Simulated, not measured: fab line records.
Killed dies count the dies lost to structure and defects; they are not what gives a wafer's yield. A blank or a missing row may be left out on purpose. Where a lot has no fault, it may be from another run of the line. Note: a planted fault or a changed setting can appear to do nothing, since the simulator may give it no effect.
Which tool is to blame? -- flow nandHarc -- Sampling: 6 lots, 16 wafers, 3 of 1159 route steps

## WHAT EACH GAUGE READ, for each wafer
NHARC_END_SORT_01.
lot,measured,on,killedShort
L651,day 21 00:20,prober-01,0 0 1
L656,day 22 04:44,prober-01,4 1
L660,day 24 05:59,prober-02,3 1

## WHICH TOOL RAN EACH LOT (tool, then ch and the chambers of the sampled wafers, then the start)
lot,NHARC_P_ZERO_WELL_DESCUM_13,NHARC_P_STI_ETCH_42
L644,"rieDiel-01 ch 0,1,2, day 1 19:34","rieDiel-09 ch 1,2,3, day 2 15:31"
L649,"rieDiel-03 ch 0,2,3, day 3 01:31","rieDiel-10 ch 0,1,3, day 4 01:17"
L651,"rieDiel-02 ch 1,2, day 3 13:24","rieDiel-10 ch 0,2,3, day 4 11:08"
L656,"rieDiel-02 ch 0,3, day 4 19:17","rieDiel-12 ch 0,2, day 5 18:47"
L660,"rieDiel-01 ch 1,3, day 5 19:16","rieDiel-12 ch 1,2, day 6 18:01"
L663,"rieDiel-02 ch 0,1,2, day 6 13:31","rieDiel-09 ch 1,2, day 7 07:41"
- NHARC_P_ZERO_WELL_DESCUM_13: chemistry O2, time 3 s.
- NHARC_P_STI_ETCH_42: etches the open film in N2/H2, target depth 80 nm, overetch 24 nm, time 61 s.

## THE ANSWER, worked out from the rows above alone
Rule: the usual values come from the lots themselves. Put in order of their means at a reading, lots are off if they are a third of the lots or fewer, leave a main group of 4 or more, and stand apart from it by a gap of 3 or more times the standard deviation of the main group's means; of several such gaps the widest counts. Not used: any main group whose means are identical at the precision the tables above print for the reading. A lot without any number at a reading at which 4 lots or more have one is off too. All remaining lots with rows at the step are treated as sound.
Across all readings shown, no lot is off: no conclusion can be drawn from this.

## WHAT THE SIMULATOR HAD INSERTED
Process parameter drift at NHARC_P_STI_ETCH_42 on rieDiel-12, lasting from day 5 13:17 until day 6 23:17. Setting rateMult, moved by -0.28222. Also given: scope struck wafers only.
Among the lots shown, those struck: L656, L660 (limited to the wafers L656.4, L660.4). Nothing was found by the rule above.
